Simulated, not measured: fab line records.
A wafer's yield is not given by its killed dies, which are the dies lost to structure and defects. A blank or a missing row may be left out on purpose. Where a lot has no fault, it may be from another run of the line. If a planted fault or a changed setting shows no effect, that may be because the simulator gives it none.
One fault seen from 2 desks	flow nand harc	each desk holds nothing but its own numbers, with what lay behind them at the end

## METROLOGY DESK
What the gauges read, lot by lot, whatever tool the lot ran on: means of the sampled wafers that have a number. Any lot whose mean is over 4 standard deviations away from the usual mean is out of limits and marked OUT; that distance is given in the brackets.
Columns: A = cd nm at NHARC_P_M1_CD_MEAS_09, usual 129.7 nm
lot	first seen here	A
L243	day 6 08:31	130.5
L247	day 7 23:05	128.9
L246	day 7 23:50	130.9
L249	day 8 15:10	130.5
L251	day 9 17:57	130.3
L252	day 10 08:22	129.6
L257	day 12 11:12	141.3 (+14) OUT
L258	day 12 16:06	139.6 (+12) OUT
L259	day 12 18:44	130.0
L260	day 13 14:16	130.3
L262	day 14 00:52	128.4
L265	day 15 10:38	130.2
Finding of this desk: L257, L258 out of limits; the first was L257 at day 12 11:12, on cd nm at NHARC_P_M1_CD_MEAS_09. L243, L247, L246, L249, L251, L252, L259, L260, L262, L265 stayed within limits.

## DESK OF THE TOOL OWNER: litho track-04
The tool's own readings at NHARC_P_M1_PEB_07 (peb time 65 s): means of the sampled wafers that have a number, for each lot that ran on this tool. Any lot whose mean is over 4 standard deviations away from the usual mean is out of limits and marked OUT; that distance is given in the brackets.
Columns: A = heater power total W at NHARC_P_M1_PEB_07, usual 156.7 W; B = plate temp C at NHARC_P_M1_PEB_07, usual 99.98 C
lot	first seen here	A	B
L249	day 8 15:05	157.1	100.08
L257	day 12 11:07	164.1 (+18) OUT	103.29 (+22) OUT
L258	day 12 16:01	164.0 (+17) OUT	103.41 (+23) OUT
L265	day 15 10:33	156.6	99.95
Finding of this desk: L257, L258 out of limits; the first was L257 at day 12 11:07, on heater power total W at NHARC_P_M1_PEB_07. L249, L265 stayed within limits.

## ALL TOGETHER
The tool owner's desk had the chance to raise an alarm at day 12 11:07 on L257, L258.
At day 12 11:12 the metrology desk could have sounded an alarm, on L257, L258.
On litho track-04, each named lot ran NHARC_P_M1_PEB_07.

## WHAT WAS PUT IN BY THE SIMULATOR
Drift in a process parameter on litho track-04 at NHARC_P_M1_PEB_07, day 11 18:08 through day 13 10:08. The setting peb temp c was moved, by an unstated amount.
Lots struck among those shown: L257, L258.
Time in hours from fault onset to the first out-of-limits reading at each desk: tool owner's desk 17, metrology desk 17.
